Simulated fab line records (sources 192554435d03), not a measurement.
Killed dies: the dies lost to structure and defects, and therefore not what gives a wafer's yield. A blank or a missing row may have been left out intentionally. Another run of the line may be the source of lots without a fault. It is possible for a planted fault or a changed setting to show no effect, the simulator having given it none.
Which of the tools did it? ; flow n5 finfet ; Sampling: 12 lots, 36 wafers, 2 of 1938 route steps

## WHAT THE GAUGES READ, wafer by wafer
N5_BEOL_M5_INSPECT_58: inspects for defects (darkfield).
lot;measured;on;raw defect count
L076;day 9 06:04;defect inspect-01;127 83 111
L077;day 9 14:11;defect inspect-01;56 35 70
L079;day 10 01:53;defect inspect-01;92 82 68
L081;day 10 17:13;defect inspect-02;86 104 83
L084;day 11 11:18;defect inspect-01;64 85 65
L085;day 11 13:59;defect inspect-02;76 77 80
L086;day 11 20:04;defect inspect-02;82 56 66
L088;day 12 20:40;defect inspect-02;61 58 52
L091;day 13 03:40;defect inspect-02;76 94 131
L093;day 13 06:56;defect inspect-02;88 76 57
L095;day 13 23:08;defect inspect-02;64 70 115
L097;day 14 11:36;defect inspect-01;62 50 55

## WHAT TOOL EACH LOT RAN ON (gives the tool, then ch and the chambers of the sampled wafers, and finally the start)
lot;N5_BEOL_M5_PRE_CLEAN_45
L076;pvd sputter-02, day 8 23:43
L077;pvd sputter-01, day 9 07:16
L079;pvd sputter-03, day 9 19:35
L081;pvd sputter-01, day 10 10:47
L084;pvd sputter-03, day 11 05:20
L085;pvd sputter-01, day 11 05:43
L086;pvd sputter-03, day 11 13:58
L088;pvd sputter-01, day 12 14:36
L091;pvd sputter-03, day 12 21:20
L093;pvd sputter-03, day 12 22:11
L095;pvd sputter-03, day 13 16:46
L097;pvd sputter-01, day 14 05:31
- N5_BEOL_M5_PRE_CLEAN_45: time 30 s.

## THE ANSWER, worked out from the rows above alone
Rule: the lots themselves supply what counts as usual. The widest of any qualifying gaps counts: lots, ordered by their means at a reading, are off when they make up no more than a third of the lots, leave a main group of 4 or more, and stand apart from it by 3 or more times the standard deviation of that group's means. A main group is skipped when, at the precision printed for the reading in the tables above, its means are all equal. A lot without any number at a reading at which 4 lots or more have one is off too. All remaining lots with rows at the step are treated as sound.
Nothing can be told from this: no lot is off at any reading shown.

## WHAT THE SIMULATOR PUT IN
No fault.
